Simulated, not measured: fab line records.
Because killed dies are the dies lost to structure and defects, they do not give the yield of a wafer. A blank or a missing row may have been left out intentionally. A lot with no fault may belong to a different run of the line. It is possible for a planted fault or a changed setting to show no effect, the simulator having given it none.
The tool behind it: which one? + flow n5 finfet + 36 wafers from 12 lots sampled at 3 of the route's 1938 steps

WHAT EACH GAUGE READ, for each wafer
N5_BEOL_M13_OVL_MEAS_29.
| lot  | measured     | on         | M13_OVL (nm) |
|------|--------------|------------|--------------|
| L076 | day 12 01:04 | overlay-01 | -2 -6 -7     |
| L077 | day 12 02:29 | overlay-02 | -4 -6 8      |
| L078 | day 12 09:13 | overlay-01 | 3 3 4        |
| L081 | day 13 16:02 | overlay-01 | 2 -7 2       |
| L082 | day 13 22:35 | overlay-02 | -5 0 0       |
| L086 | day 15 02:13 | overlay-01 | 0 -4 1       |
| L088 | day 15 04:47 | overlay-01 | 6 5 12       |
| L090 | day 15 09:07 | overlay-01 | 9 8 -2       |
| L092 | day 15 19:03 | overlay-01 | 5 7 4        |
| L094 | day 16 16:03 | overlay-01 | -2 -7 2      |
| L093 | day 16 22:02 | overlay-01 | 8 3 5        |
| L097 | day 18 01:14 | overlay-01 | -2 -3 0      |

TOOL THAT RAN EACH LOT (tool first, then ch and the chambers of the sampled wafers, then the start)
| lot  | N5_BEOL_M12_ANNEAL_48            | N5_BEOL_M13_VIA_ETCH_16            |
|------|----------------------------------|------------------------------------|
| L076 | rtp anneal-01 ch 0, day 11 22:57 | rie diel-03 ch 1,2,3, day 12 00:16 |
| L077 | rtp anneal-01 ch 0, day 12 00:16 | rie diel-02 ch 1,2,3, day 12 01:40 |
| L078 | rtp anneal-01 ch 0, day 12 07:01 | rie diel-02 ch 0,1,3, day 12 08:25 |
| L081 | rtp anneal-01 ch 0, day 13 13:43 | rie diel-04 ch 0,1,2, day 13 15:07 |
| L082 | rtp anneal-01 ch 0, day 13 20:07 | rie diel-02 ch 1,2, day 13 21:40   |
| L086 | rtp anneal-02 ch 0, day 14 23:55 | rie diel-04 ch 0,1, day 15 01:15   |
| L088 | rtp anneal-01 ch 0, day 15 02:29 | rie diel-04 ch 0,1,2, day 15 03:59 |
| L090 | rtp anneal-02 ch 0, day 15 06:47 | rie diel-03 ch 0,1,3, day 15 08:19 |
| L092 | rtp anneal-02 ch 0, day 15 16:45 | rie diel-03 ch 1,3, day 15 18:08   |
| L094 | rtp anneal-01 ch 0, day 16 13:41 | rie diel-02 ch 0,2, day 16 15:07   |
| L093 | rtp anneal-01 ch 0, day 16 19:36 | rie diel-03 ch 0,2,3, day 16 21:07 |
| L097 | rtp anneal-01 ch 0, day 17 22:46 | rie diel-04 ch 1,2,3, day 18 00:19 |
- N5_BEOL_M12_ANNEAL_48: time 90 s.
- N5_BEOL_M13_VIA_ETCH_16: etches SiOC in C4F8/O2/Ar, target depth 921.7 nm.

THE ANSWER, worked out from the rows above alone
Rule: what is usual is taken from the lots themselves. The widest of any qualifying gaps counts: lots, ordered by their means at a reading, are off when they make up no more than a third of the lots, leave a main group of 4 or more, and stand apart from it by 3 or more times the standard deviation of that group's means. A main group whose means are all the same, to the digits that the tables above print for the reading, isn't used. A lot without any number at a reading at which 4 lots or more have one is off too. All remaining lots with rows at the step are treated as sound.
None of the lots is off at any reading shown; this tells nothing.

WHAT THE SIMULATOR HAD PUT IN
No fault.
